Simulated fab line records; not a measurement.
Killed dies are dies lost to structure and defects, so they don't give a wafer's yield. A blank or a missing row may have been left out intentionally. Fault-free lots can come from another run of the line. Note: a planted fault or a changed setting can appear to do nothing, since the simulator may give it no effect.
A lot that was struck, set against a sound lot ; flow n5 finfet ; 34 steps out of a route of 1938
Sound: the wafers L163.1, L163.5, L163.6. Struck: wafer L176.4 (L176.5, L176.6, from the same lot, were not struck and are left out); the cause is given at the end.
At each step with rows: each side's tool, then ch and its chambers, then its first start. Under that, the readings that differ: sound wafers ; struck wafers ; difference of the means ; sigmas: that difference in standard deviations of wafers without a fault.
alike: readings whose means differ by less than 2 such deviations, and words and numbers that are the same on both sides. not compared: withheld readings, readings that some wafer has no value for, bounds like >300 that may hide the same value, and numbers for which the record gives no deviation and whose values overlap.
A row with sigmas, a row that says differs or no value, or rows on one side alone: a step with any of these is where the two part. When numbers do not overlap yet have no deviation, they are printed without sigmas and do not part them. A reading that every wafer of one side lacks parts them only if that side has two wafers or more.

first, 9 steps without rows for these wafers: N5_BEOL_M8_EXPOSE_25 (exposes mask V7, target cd 40 nm); N5_BEOL_M8_PEB_26 (peb time 60 s); N5_BEOL_M8_DEVELOP_27 (develop time 30 s); N5_BEOL_M8_DESCUM_33 (chemistry O2, time 7 s); N5_BEOL_M8_ETCH_72 (etches underlayer in N2/H2, target depth 6.5 nm, time 5.2 s); N5_BEOL_M8_ETCH_65 (etches SiARC in CF4, target depth 15.6 nm, time 26 s); N5_BEOL_M8_ETCH_66 (etches SOC in N2/H2, target depth 80 nm, overetch 16 nm, time 120 s); N5_BEOL_M8_STRIP_69 (strips in N2/H2); N5_BEOL_M8_STRIP_73 (strips in N2/H2).
N5_BEOL_M8_VIA_ETCH_34: etches SiCOH lowk in C4F6/O2, target depth 125.5 nm, time 50.5 s.
  sound on rie diel-06 ch 0,1,3, day 9 11:35; struck on rie diel-06 ch 3, day 13 04:16
reading;sound;struck;difference;sigmas
oes product au (a.u.);0.69 0.85 0.72;0.95;+0.20;+3
  alike: chamber pressure mTorr, drypump motor current A, rf fwd power W, rf vpp V, showerhead plenum p Torr, throttle valve pct
  not compared: rf hours counter h
then, 23 steps without rows for these wafers: N5_BEOL_M8_STRIP_76 (strips in C4F6/O2); N5_BEOL_M8_STRIP_36 (strips in N2/H2); N5_BEOL_M8_TRENCH_ETCH_37 (etches SiCOH lowk in C4F6/O2, target depth 93.478 nm, time 31.2 s); N5_BEOL_M8_ETCH_41 (etches SiCN in CH3F/O2, target depth 31.9 nm, time 57.8 s); N5_BEOL_M8_STRIP_80 (strips in N2/H2, time 10 s); N5_BEOL_M8_HM_STRIP_39 (strips TiN in peroxide tin strip, target depth 25 nm, time 158 s); N5_BEOL_M8_SRD_40 (time 30 s); N5_BEOL_M8_PRECLEAN_42 (cleans in residue remover, time 60 s); N5_BEOL_M8_SRD_43 (time 30 s); N5_BEOL_M8_CURE_75 (cures SiCOH lowk, time 120 s); N5_BEOL_M8_DEGAS_44 (time 60 s); N5_BEOL_M8_PRE_CLEAN_45 (time 30 s); N5_BEOL_M8_ALD_77 (deposits TaN, target thk 2 nm, pulse time 2 s, purge time 3 s); N5_BEOL_M8_SURFACE_TREAT_79; N5_BEOL_M8_CVD_78 (deposits Co from CCTBA/H2, target thk 2 nm, time 142.3 s); N5_BEOL_M8_SPUTTER_48 (material Cu, target thk 10 nm, time 1.667 s); N5_BEOL_M8_ECD_50 (material Cu, target thk 300 nm); N5_BEOL_M8_ANNEAL_51 (time 90 s); N5_BEOL_M8_CMP_52 (polishes, stops on SiCOH lowk, t overpolish 6.9 s, target thk 80 nm); N5_BEOL_M8_PRE_CLEAN_55 (time 15 s); N5_BEOL_M8_DEP_56 (deposits SiCN from 3MS/NH3, target thk 10 nm, time 17.5 s); N5_BEOL_M9_ILD_DEP_00 (deposits SiCOH lowk from DEMS/porogen, target thk 308.51 nm, time 58 s); N5_BEOL_M9_CURE_71 (cures SiCOH lowk, time 240 s).
-- record jumps: 3 days separate the struck wafers' starts on either side; left off in module BEOL_M9, taken up again in module PASSIVATION, whose first shown step is the route's number 1936 --
N5_PASSIVATION_PROBE_49:
  the record has rows for the struck wafers here (prober-01, day 16 02:14) and none for the sound ones

## WHERE THEY PART
Earliest at N5_BEOL_M8_VIA_ETCH_34; latest, in this record, at N5_PASSIVATION_PROBE_49.

WHY: what the simulator had put in
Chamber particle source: rie diel-06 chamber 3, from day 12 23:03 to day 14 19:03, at N5_BEOL_M8_VIA_ETCH_34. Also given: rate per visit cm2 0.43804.
